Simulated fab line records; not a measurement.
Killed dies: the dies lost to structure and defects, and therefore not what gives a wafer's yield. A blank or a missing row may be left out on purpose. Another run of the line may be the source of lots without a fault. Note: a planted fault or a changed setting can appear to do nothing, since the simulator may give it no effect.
Which of the tools did it? | flow nand harc | 12 lots, 36 wafers sampled, at 2 steps of a route of 1302

WHAT EACH GAUGE READ, for each wafer
NHARC_A_CONTACT_OVL_MEAS_09.
lot  | measured     | on         | overlay x nm (nm)
L075 | day 22 23:32 | overlay-01 | 0.0 0.2 0.8
L076 | day 23 16:03 | overlay-02 | 0.0 -0.2 -0.1
L079 | day 24 10:07 | overlay-02 | -0.1 0.2 0.2
L081 | day 25 10:47 | overlay-01 | -0.5 -0.4 -0.2
L083 | day 26 05:40 | overlay-02 | -0.1 1.0 0.1
L084 | day 26 19:07 | overlay-02 | 2.2 1.5 1.9
L087 | day 28 05:11 | overlay-01 | 1.8 0.8 1.1
L088 | day 28 14:23 | overlay-01 | -0.5 -0.8 -0.4
L091 | day 28 23:46 | overlay-02 | -1.3 -1.4 -1.4
L094 | day 30 06:41 | overlay-01 | 0.3 0.1 0.1
L095 | day 31 06:27 | overlay-02 | 1.5 0.9 0.7
L097 | day 31 16:19 | overlay-02 | -0.8 -0.8 -0.7

WHAT TOOL EACH LOT RAN ON (gives the tool, then ch and the chambers of the sampled wafers, and finally the start)
lot  | NHARC_A_CONTACT_STRIP_82
L075 | rie diel-11 ch 0,1, day 22 23:32 or earlier
L076 | rie diel-11 ch 1,2,3, day 23 16:03 or earlier
L079 | rie diel-11 ch 2,3, day 24 10:07 or earlier
L081 | rie diel-04 ch 0,1,2, day 25 10:47 or earlier
L083 | rie diel-11 ch 1,2,3, day 26 05:40 or earlier
L084 | rie diel-04 ch 0,1,2, day 26 19:07 or earlier
L087 | rie diel-08 ch 0,1,3, day 28 05:11 or earlier
L088 | rie diel-08 ch 0,1,3, day 28 14:23 or earlier
L091 | rie diel-11 ch 0,1, day 28 23:46 or earlier
L094 | rie diel-11 ch 1,2,3, day 30 06:41 or earlier
L095 | rie diel-04 ch 1,2,3, day 31 06:27 or earlier
L097 | rie diel-04 ch 0,1,3, day 31 16:19 or earlier
- NHARC_A_CONTACT_STRIP_82: strips in O2.

THE ANSWER, worked out from the rows above alone
Rule: what is usual is taken from the lots themselves. Put in order of their means at a reading, lots are off if they are a third of the lots or fewer, leave a main group of 4 or more, and stand apart from it by a gap of 3 or more times the standard deviation of the main group's means; of several such gaps the widest counts. Not used: any main group whose means are identical at the precision the tables above print for the reading. A lot without any number at a reading at which 4 lots or more have one is off too. Where the step has rows for the other lots, those lots are counted as sound.
None of the lots is off at any reading shown; this tells nothing.

WHAT HAD BEEN PUT IN BY THE SIMULATOR
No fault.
